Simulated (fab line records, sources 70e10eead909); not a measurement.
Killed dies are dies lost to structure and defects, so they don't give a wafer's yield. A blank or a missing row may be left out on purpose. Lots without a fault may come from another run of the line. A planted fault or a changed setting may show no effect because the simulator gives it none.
fab line records | flow nand_harc | part 1 of 2: steps 1 to 18 of 26
record lots=5 wafers=15 last_day=30
route steps=1302 shown A_CONTACT@1074
lots that met no fault: from a run of the same line without faults
start_h: hours from the record's first day to the start of the lot's first wafer shown | wait_h: hours since the lot's step before | " the same as in the row above | L1.1+2: a row that stands for several wafers | - no value, or no start given | * or withheld: withheld | < > ~ a bound
route shown NAME@n: a module of which the file shows steps, and the number in the route of the first | usual: mean/standard deviation of fault-free wafers | same: alike in all rows | chamber/n: place in a boat | sites: the reading at each site | _std_site: their standard deviation | _edge_site: outer sites' mean less inner sites' | radius_mm: how far each site lies from the wafer's centre | mask NAME#n: copy n | behind: the tool/chamber that last shaped the wafer | hold: why the lot was held/for how many hours/how that ended | device: the transistor (n, p or np) that didn't switch | end of line: the same wafers' tests at the end of the route | a step without rows: its recipe alone | killed: dies lost to structure and defects at the first sort, not the wafer's yield | map: a wafer's dies, x killed, . not, _ none there
set.NAME: the setting as run; set.NAME@STEP: as run at that earlier step | model.NAME: the simulator's own value behind a step, which no gauge read
lots at some steps of the route; a table a step, a row a wafer
services: from which hour (start_h, from the record's first day; less than 0 if before it) a tool's chamber was out of use, for how many hours, and why
## steps
# step NHARC_A_CONTACT_EBR_04
# usual resist_line_temp_C=23.00/0.098
# columns lot.wafer tool chamber start_h wait_h resist_line_temp_C
L076.3 litho_track-06 0 - - 22.98
L076.4 " 0 " " 22.98
L076.5 " 0 " " 22.97
L077.3 litho_track-06 0 - - 22.86
L077.4 " 0 " " 23.02
L077.6 " 0 " " 22.88
L075.4 litho_track-06 0 - - 23.11
L075.5 " 0 " " 22.90
L075.6 " 0 " " 23.01
L085.2 litho_track-01 0 - - 23.02
L085.4 " 0 " " 22.83
L085.5 " 0 " " 22.80
L090.2 litho_track-01 0 - - 22.96
L090.4 " 0 " " 23.08
L090.5 " 0 " " 23.13
# step NHARC_A_CONTACT_EXPOSE_05
# recipe na=1.35 sigma_outer=0.8 dose_mj=84.24 mask_id=A_CC
# usual reticle_temp_C=23.00/0.12
# columns lot.wafer tool chamber start_h wait_h mask reticle_temp_C
L076.3 arfi_scanner-03 0 524.85 - A_CC#0 23.30
L076.4 " 0 " " A_CC#0 23.09
L076.5 " 0 " " A_CC#0 23.13
L077.3 arfi_scanner-03 0 527.89 - A_CC#0 23.01
L077.4 " 0 " " A_CC#0 22.93
L077.6 " 0 " " A_CC#0 22.71
L075.4 arfi_scanner-02 0 588.36 - A_CC#0 22.92
L075.5 " 0 " " A_CC#0 22.95
L075.6 " 0 " " A_CC#0 22.99
L085.2 arfi_scanner-01 0 624.83 - A_CC#0 22.89
L085.4 " 0 " " A_CC#0 22.88
L085.5 " 0 " " A_CC#0 23.02
L090.2 arfi_scanner-01 0 655.38 - A_CC#0 22.86
L090.4 " 0 " " A_CC#0 23.10
L090.5 " 0 " " A_CC#0 23.01
# step NHARC_A_CONTACT_PEB_06
# recipe peb_temp_c=100 peb_time_s=65
# usual resist_line_temp_C=23.00/0.096
# same peb_time_s=65
# columns lot.wafer tool chamber start_h wait_h resist_line_temp_C
L076.3 litho_track-01 0 524.91 0.0 23.07
L076.4 " 0 " " 23.11
L076.5 " 0 " " 23.08
L077.3 litho_track-04 0 527.95 0.0 22.88
L077.4 " 0 " " 22.85
L077.6 " 0 " " 22.88
L075.4 litho_track-06 0 588.41 0.0 22.87
L075.5 " 0 " " 23.05
L075.6 " 0 " " 22.90
L085.2 litho_track-04 0 624.89 0.1 23.16
L085.4 " 0 " " 23.22
L085.5 " 0 " " 22.91
L090.2 litho_track-04 0 655.43 0.1 22.93
L090.4 " 0 " " 22.86
L090.5 " 0 " " 22.81
# step NHARC_A_CONTACT_DEVELOP_07
# recipe develop_time_s=35 dev_temp_c=23
# usual resist_line_temp_C=23.03/0.11
# columns lot.wafer tool chamber start_h wait_h resist_line_temp_C
L076.3 litho_track-01 0 - - 22.90
L076.4 " 0 " " 23.11
L076.5 " 0 " " 23.06
L077.3 litho_track-04 0 - - 23.34
L077.4 " 0 " " 23.16
L077.6 " 0 " " 23.26
L075.4 litho_track-06 0 - - 23.08
L075.5 " 0 " " 23.05
L075.6 " 0 " " 23.07
L085.2 litho_track-04 0 - - 22.89
L085.4 " 0 " " 22.91
L085.5 " 0 " " 22.78
L090.2 litho_track-04 0 - - 22.92
L090.4 " 0 " " 22.84
L090.5 " 0 " " 22.86
# step NHARC_A_CONTACT_CD_MEAS_08
# recipe target_cd_nm=200 landing_energy_ev=500
# usual cd_nm=200.1/0.48
# columns lot.wafer tool chamber start_h wait_h cd_nm
L076.3 cd_sem-01 0 524.99 - 199.8
L076.4 " 0 " " 200.0
L076.5 " 0 " " 200.1
L077.3 cd_sem-02 0 528.03 - 200.7
L077.4 " 0 " " 200.6
L077.6 " 0 " " 200.3
L075.4 cd_sem-03 0 588.50 - 200.2
L075.5 " 0 " " 200.6
L075.6 " 0 " " 200.1
L085.2 cd_sem-01 0 624.97 - 201.0
L085.4 " 0 " " 200.2
L085.5 " 0 " " 200.5
L090.2 cd_sem-01 0 655.51 - 199.8
L090.4 " 0 " " 200.3
L090.5 " 0 " " 200.3
# step NHARC_A_CONTACT_OVL_MEAS_09
# usual overlay_x_nm=0.1/0.99 overlay_y_nm=-0.3/1
# columns lot.wafer tool chamber start_h wait_h overlay_x_nm overlay_y_nm
L076.3 overlay-02 - 525.07 - 0.8 0.7
L076.4 " - " " 0.4 0.9
L076.5 " - " " 0.4 0.5
L077.3 overlay-02 - 528.11 - -0.4 -0.4
L077.4 " - " " 0.1 -0.5
L077.6 " - " " -0.5 0.1
L075.4 overlay-02 - 588.58 - 1.2 -0.6
L075.5 " - " " 0.9 0.0
L075.6 " - " " 1.2 -0.1
L085.2 overlay-02 - 625.06 - -0.7 1.1
L085.4 " - " " -0.9 1.1
L085.5 " - " " -0.8 1.3
L090.2 overlay-02 - 655.60 - -0.1 -1.7
L090.4 " - " " 0.4 -1.6
L090.5 " - " " 0.1 -1.8
# step NHARC_A_CONTACT_INSPECT_10
# usual raw_defect_count=84/43
# columns lot.wafer tool chamber start_h wait_h raw_defect_count
L076.3 defect_inspect-02 - 525.11 0.0 60
L076.4 " - " " 60
L076.5 " - " " 58
L077.3 defect_inspect-01 - 528.15 0.0 107
L077.4 " - " " 121
L077.6 " - " " 104
L075.4 defect_inspect-02 - 588.61 0.0 126
L075.5 " - " " 122
L075.6 " - " " 103
L085.2 defect_inspect-01 - 625.09 0.0 26
L085.4 " - " " 29
L085.5 " - " " 28
L090.2 defect_inspect-02 - 655.64 0.0 29
L090.4 " - " " 18
L090.5 " - " " 28
# step NHARC_A_CONTACT_DESCUM_13
# recipe time_s=3 o2_flow_sccm=200 ar_flow_sccm=0 bias_power_w=0 chemistry=O2
# usual drypump_motor_current_A=5.3/0.34 mfc_ar_sccm=0.009/0.0091 oes_product_au=0.999/0.0085 rf_vpp_V=57.6/0.88 showerhead_plenum_p_Torr=1.87/0.076 throttle_valve_pct=11.311/0.0081
# columns lot.wafer tool chamber start_h wait_h drypump_motor_current_A mfc_ar_sccm oes_product_au rf_hours_counter_h rf_vpp_V showerhead_plenum_p_Torr throttle_valve_pct
L076.3 rie_diel-06 3 525.17 0.1 5.4 0.008 0.993 15 57.2 1.77 11.306
L076.4 " 2 " " 4.9 0.004 1.003 16 57.7 1.87 11.324
L076.5 " 0 " " 5.4 0.000 1.005 - 57.3 1.80 11.308
L077.3 rie_diel-13 2 528.21 0.1 4.9 0.016 1.002 0 58.2 1.79 11.309
L077.4 " 3 " " 5.6 0 0.999 0 58.1 1.86 11.296
L077.6 " 3 " " 5.6 0 1.006 - 57.2 1.86 11.305
L075.4 rie_diel-13 1 588.69 0.1 5.7 0.017 1.009 11 58.7 1.97 11.303
L075.5 " 3 " " 5.6 0 1.006 - 58.3 1.86 11.314
L075.6 " 0 " " 5.2 0 0.996 - 57.5 1.91 11.301
L085.2 rie_diel-13 1 625.16 0.1 5.7 0.017 0.992 18 57.3 1.97 11.306
L085.4 " 0 " " 5.2 0 0.991 17 56.8 1.91 11.307
L085.5 " 2 " " 4.9 0.016 1.010 - 58.3 1.79 11.318
L090.2 rie_diel-13 2 655.70 0.1 4.9 0.016 0.995 24 57.4 1.79 11.316
L090.4 " 0 " " 5.2 0 0.992 25 58.0 1.91 11.313
L090.5 " 3 " " 5.5 0 0.999 - 58.3 1.85 11.317
# step NHARC_A_CONTACT_ETCH_88
# recipe target_depth_a=390 over_etch_frac=0.3 time_s=65 ion_energy_ev=80 cf4_flow_sccm=150 ar_flow_sccm=0 rf_w=300 bias_w=100 chemistry=CF4
# usual drypump_motor_current_A=5.3/0.33 mfc_ar_sccm=0.009/0.0089 oes_product_au=0.999/0.008 rf_vpp_V=150.8/1.2 showerhead_plenum_p_Torr=1.74/0.066 throttle_valve_pct=13.284/0.0097
# columns lot.wafer tool chamber start_h wait_h drypump_motor_current_A mfc_ar_sccm oes_product_au rf_hours_counter_h rf_vpp_V showerhead_plenum_p_Torr throttle_valve_pct
L076.3 rie_diel-06 2 525.27 0.1 4.9 0.004 1.008 16 150.3 1.73 13.280
L076.4 " 0 " " 5.4 0.000 1.003 17 149.5 1.67 13.284
L076.5 " 1 " " 5.2 0.019 0.994 - 152.3 1.87 13.294
L077.4 rie_diel-13 1 528.30 0.1 5.7 0.017 0.984 0 152.4 1.82 13.278
L077.3 " 2 " " 4.9 0.016 1.003 0 149.2 1.66 13.286
L077.6 " 0 " " 5.1 0 0.999 - 150.6 1.77 13.265
L075.4 rie_diel-13 1 588.79 0.1 5.7 0.017 1.002 11 152.6 1.82 13.285
L075.5 " 3 " " 5.5 0 1.007 - 149.8 1.72 13.277
L075.6 " 0 " " 5.2 0 0.999 - 151.4 1.77 13.301
L085.4 rie_diel-13 2 625.25 0.1 4.9 0.016 1.005 17 147.9 1.66 13.287
L085.2 " 0 " " 5.2 0 1.007 17 151.5 1.77 13.287
L085.5 " 2 " " 4.9 0.016 1.016 - 151.2 1.66 13.298
L090.2 rie_diel-13 3 655.78 0.1 5.5 0 1.001 26 150.6 1.72 13.260
L090.4 " 0 " " 5.1 0 0.992 25 151.5 1.76 13.282
L090.5 " 3 " " 5.6 0 1.006 - 151.7 1.72 13.292
# step NHARC_A_CONTACT_ETCH_89
# recipe target_depth_a=2600 over_etch_frac=0.3 time_s=475.3 ion_energy_ev=200 n2_flow_sccm=150 h2_flow_sccm=150 ar_flow_sccm=0 rf_w=400 bias_w=150 chemistry=N2/H2
# usual drypump_motor_current_A=5.4/0.32 h2_flow_sccm=150.0/0.43 mfc_ar_sccm=0.007/0.0084 oes_product_au=0.999/0.0097 rf_vpp_V=429.6/2.4 showerhead_plenum_p_Torr=2.00/0.081 throttle_valve_pct=14.172/0.0094
# columns lot.wafer tool chamber start_h wait_h drypump_motor_current_A h2_flow_sccm mfc_ar_sccm oes_product_au rf_hours_counter_h rf_vpp_V showerhead_plenum_p_Torr throttle_valve_pct
L076.3 rie_diel-06 1 - - 5.2 149.5 0.019 1.010 17 432.9 2.17 14.169
L076.4 " 2 " " 4.9 149.7 0.004 1.011 16 430.6 1.99 14.168
L076.5 " 3 " " 5.4 149.9 0.008 1.005 - 426.4 1.89 14.168
L077.4 rie_diel-13 0 - - 5.2 150.0 0 0.999 0 430.3 2.04 14.160
L077.3 " 2 " " 4.9 149.4 0.016 0.999 0 428.2 1.91 14.178
L077.6 " 0 " " 5.1 150.3 0 1.002 - 430.9 2.04 14.186
L075.4 rie_diel-13 0 - - 5.2 150.2 0 1.006 12 431.7 2.04 14.164
L075.5 " 0 " " 5.2 149.5 0 0.998 - 430.5 2.04 14.162
L075.6 " 1 " " 5.7 149.7 0.017 1.000 - 434.2 2.10 14.184
L085.4 rie_diel-13 3 - - 5.6 149.7 0 1.010 16 429.5 1.98 14.172
L085.2 " 0 " " 5.2 149.9 0 1.001 17 431.2 2.04 14.169
L085.5 " 3 " " 5.6 150.0 0 1.000 - 429.5 1.98 14.180
L090.4 rie_diel-13 0 - - 5.2 149.5 0 0.991 25 431.4 2.03 14.168
L090.2 " 1 " " 5.7 150.8 0.017 0.987 24 432.2 2.10 14.165
L090.5 " 3 " " 5.6 150.0 0 0.991 - 429.3 1.97 14.172
# step NHARC_A_CONTACT_ETCH_30
# recipe target_depth_a=726 time_s=36.3 cf4_flow_sccm=100 chf3_flow_sccm=30 ar_flow_sccm=0 rf_w=500 bias_w=200 chemistry=CF4/CHF3
# usual drypump_motor_current_A=5.3/0.34 mfc_ar_sccm=0.009/0.009 oes_product_au=0.934/0.018 rf_vpp_V=369.6/2.2 showerhead_plenum_p_Torr=1.54/0.059 throttle_valve_pct=16.802/0.0092
# columns lot.wafer tool chamber start_h wait_h drypump_motor_current_A mfc_ar_sccm oes_product_au rf_hours_counter_h rf_vpp_V showerhead_plenum_p_Torr throttle_valve_pct
L076.3 rie_diel-06 1 - - 5.2 0.019 0.961 17 374.2 1.67 16.787
L076.4 " 2 " " 4.9 0.004 0.962 16 369.8 1.54 16.798
L076.5 " 1 " " 5.2 0.019 0.968 - 372.9 1.67 16.802
L077.3 rie_diel-13 1 - - 5.7 0.017 0.978 0 372.7 1.62 16.784
L077.4 " 3 " " 5.5 0 0.959 0 368.1 1.53 16.798
L077.6 " 1 " " 5.7 0.017 0.963 - 372.8 1.62 16.809
L075.4 rie_diel-13 2 - - 4.9 0.016 0.933 11 367.5 1.48 16.807
L075.5 " 2 " " 4.9 0.016 0.928 - 367.1 1.48 16.798
L075.6 " 3 " " 5.6 0 0.923 - 368.4 1.53 16.803
L085.4 rie_diel-13 2 - - 4.9 0.016 0.929 17 366.8 1.48 16.820
L085.2 " 3 " " 5.6 0 0.923 17 369.2 1.53 16.806
L085.5 " 3 " " 5.6 0 0.921 - 369.4 1.53 16.811
L090.2 rie_diel-13 1 - - 5.7 0.017 0.980 24 372.7 1.61 16.823
L090.4 " 2 " " 4.9 0.016 0.958 24 366.3 1.47 16.796
L090.5 " 0 " " 5.2 0 0.972 - 369.9 1.57 16.796
# step NHARC_A_CONTACT_ETCH_31
# recipe target_depth_a=28000 over_etch_frac=0.3 time_s=728 ion_energy_ev=150 o2_flow_sccm=400 cos_flow_sccm=20 ar_flow_sccm=0 rf_w=500 bias_w=300 chemistry=O2/COS
# usual drypump_motor_current_A=5.3/0.34 mfc_ar_sccm=0.008/0.0089 oes_product_au=0.998/0.0081 rf_vpp_V=313.1/1.8 showerhead_plenum_p_Torr=3.05/0.11 throttle_valve_pct=28.331/0.0098
# columns lot.wafer tool chamber start_h wait_h drypump_motor_current_A mfc_ar_sccm oes_product_au rf_hours_counter_h rf_vpp_V showerhead_plenum_p_Torr throttle_valve_pct
L076.3 rie_diel-06 0 - - 5.4 0.000 0.996 17 313.4 2.95 28.327
L076.4 " 1 " " 5.3 0.019 0.997 18 317.0 3.31 28.331
L076.5 " 3 " " 5.4 0.008 1.004 - 310.6 2.91 28.340
L077.3 rie_diel-13 3 - - 5.6 0 0.996 0 313.3 3.04 28.333
L077.4 " 1 " " 5.6 0.017 1.002 0 316.5 3.21 28.329
L077.6 " 3 " " 5.6 0 0.988 - 312.6 3.04 28.336
L075.4 rie_diel-13 0 - - 5.2 0 0.997 12 314.2 3.12 28.339
L075.5 " 1 " " 5.7 0.017 0.997 - 315.5 3.21 28.330
L075.6 " 2 " " 4.9 0.016 1.003 - 312.0 2.93 28.359
L085.4 rie_diel-13 2 - - 4.9 0.016 1.000 17 312.0 2.93 28.327
L085.2 " 3 " " 5.6 0 1.002 17 312.6 3.04 28.320
L085.5 " 2 " " 4.9 0.016 1.005 - 311.3 2.93 28.328
L090.4 rie_diel-13 3 - - 5.6 0 1.003 26 312.7 3.03 28.329
L090.2 " 1 " " 5.7 0.017 0.983 24 316.7 3.20 28.338
L090.5 " 3 " " 5.6 0 0.995 - 312.1 3.03 28.331
# step NHARC_A_CONTACT_ETCH_134
# recipe source_w=withheld pressure_mtorr=20 bias_v=withheld time_s=140 target_depth_a=7000 ar_flow_sccm=withheld c4f8_flow_sccm=withheld o2_flow_sccm=withheld chemistry=C4F8/O2/Ar
# columns lot.wafer tool chamber start_h wait_h rf_hours_counter_h
L076.3 har_cap_etch-01 0 526.54 - -
L076.4 " 1 " " -
L076.5 " 0 " " -
L077.3 har_cap_etch-03 0 529.40 - -
L077.4 " 1 " " -
L077.6 " 0 " " -
L075.4 har_cap_etch-03 1 590.48 - -
L075.5 " 0 " " -
L075.6 " 1 " " -
L085.2 har_cap_etch-01 0 626.68 - 22
L085.4 " 0 " " -
L085.5 " 1 " " -
L090.2 har_cap_etch-03 1 656.86 - 67
L090.4 " 0 " " -
L090.5 " 1 " " -
# step NHARC_A_CONTACT_ETCH_135
# recipe source_w=withheld pressure_mtorr=20 bias_v=1200 time_s=311 target_depth_a=19120 ar_flow_sccm=withheld c4f8_flow_sccm=withheld o2_flow_sccm=withheld chemistry=C4F8/O2/Ar
# columns lot.wafer tool chamber start_h wait_h rf_hours_counter_h
L076.3 har_cap_etch-01 0 526.77 0.2 -
L076.4 " 1 " " -
L076.5 " 0 " " -
L077.3 har_cap_etch-03 0 529.62 0.2 -
L077.4 " 1 " " -
L077.6 " 0 " " -
L075.4 har_cap_etch-03 1 590.71 0.2 -
L075.5 " 0 " " -
L075.6 " 1 " " -
L085.2 har_cap_etch-01 0 626.88 0.2 22
L085.4 " 0 " " -
L085.5 " 1 " " -
L090.2 har_cap_etch-03 1 657.07 0.2 67
L090.4 " 0 " " -
L090.5 " 1 " " -
# step NHARC_A_CONTACT_ETCH_136
# recipe source_w=withheld pressure_mtorr=20 bias_v=1200 time_s=311 target_depth_a=19120 ar_flow_sccm=withheld c4f8_flow_sccm=withheld o2_flow_sccm=withheld chemistry=C4F8/O2/Ar
# columns lot.wafer tool chamber start_h wait_h rf_hours_counter_h
L076.3 har_cap_etch-01 0 527.04 0.2 -
L076.4 " 1 " " -
L076.5 " 0 " " -
L077.3 har_cap_etch-03 0 529.90 0.2 -
L077.4 " 1 " " -
L077.6 " 0 " " -
L075.4 har_cap_etch-03 1 590.98 0.2 -
L075.5 " 0 " " -
L075.6 " 1 " " -
L085.2 har_cap_etch-01 0 627.15 0.2 22
L085.4 " 0 " " -
L085.5 " 1 " " -
L090.2 har_cap_etch-03 1 657.34 0.2 68
L090.4 " 0 " " -
L090.5 " 1 " " -
# step NHARC_A_CONTACT_ETCH_137
# recipe source_w=withheld pressure_mtorr=20 bias_v=1200 time_s=311 target_depth_a=19120 ar_flow_sccm=withheld c4f8_flow_sccm=withheld o2_flow_sccm=withheld chemistry=C4F8/O2/Ar
# columns lot.wafer tool chamber start_h wait_h rf_hours_counter_h
L076.3 har_cap_etch-01 0 527.31 0.2 -
L076.4 " 1 " " -
L076.5 " 0 " " -
L077.3 har_cap_etch-03 0 530.17 0.2 -
L077.4 " 1 " " -
L077.6 " 0 " " -
L075.4 har_cap_etch-03 1 591.26 0.2 -
L075.5 " 0 " " -
L075.6 " 1 " " -
L085.2 har_cap_etch-01 0 627.42 0.2 22
L085.4 " 0 " " -
L085.5 " 1 " " -
L090.2 har_cap_etch-03 1 657.61 0.2 68
L090.4 " 0 " " -
L090.5 " 1 " " -
# step NHARC_A_CONTACT_ETCH_138
# recipe source_w=withheld pressure_mtorr=20 bias_v=1200 time_s=311 target_depth_a=19140 ar_flow_sccm=withheld c4f8_flow_sccm=withheld o2_flow_sccm=withheld chemistry=C4F8/O2/Ar
# columns lot.wafer tool chamber start_h wait_h rf_hours_counter_h
L076.3 har_cap_etch-01 0 527.59 0.2 -
L076.4 " 1 " " -
L076.5 " 0 " " -
L077.3 har_cap_etch-03 0 530.45 0.2 -
L077.4 " 1 " " -
L077.6 " 0 " " -
L075.4 har_cap_etch-03 1 591.53 0.2 -
L075.5 " 0 " " -
L075.6 " 1 " " -
L085.2 har_cap_etch-01 0 627.70 0.2 23
L085.4 " 0 " " -
L085.5 " 1 " " -
L090.2 har_cap_etch-03 1 657.88 0.2 68
L090.4 " 0 " " -
L090.5 " 1 " " -
# step NHARC_A_CONTACT_ETCH_139
# recipe source_w=withheld pressure_mtorr=20 bias_v=400 time_s=195 target_depth_a=8400 ar_flow_sccm=withheld c4f8_flow_sccm=11.5 o2_flow_sccm=7.2 chemistry=C4F8/O2/Ar
# columns lot.wafer tool chamber start_h wait_h rf_hours_counter_h
L076.3 har_cap_etch-01 0 527.86 0.2 -
L076.4 " 1 " " -
L076.5 " 0 " " -
L077.3 har_cap_etch-03 0 530.72 0.2 -
L077.4 " 1 " " -
L077.6 " 0 " " -
L075.4 har_cap_etch-03 1 591.80 0.2 -
L075.5 " 0 " " -
L075.6 " 1 " " -
L085.2 har_cap_etch-01 0 627.97 0.2 23
L085.4 " 0 " " -
L085.5 " 1 " " -
L090.2 har_cap_etch-03 1 658.15 0.2 68
L090.4 " 0 " " -
L090.5 " 1 " " -
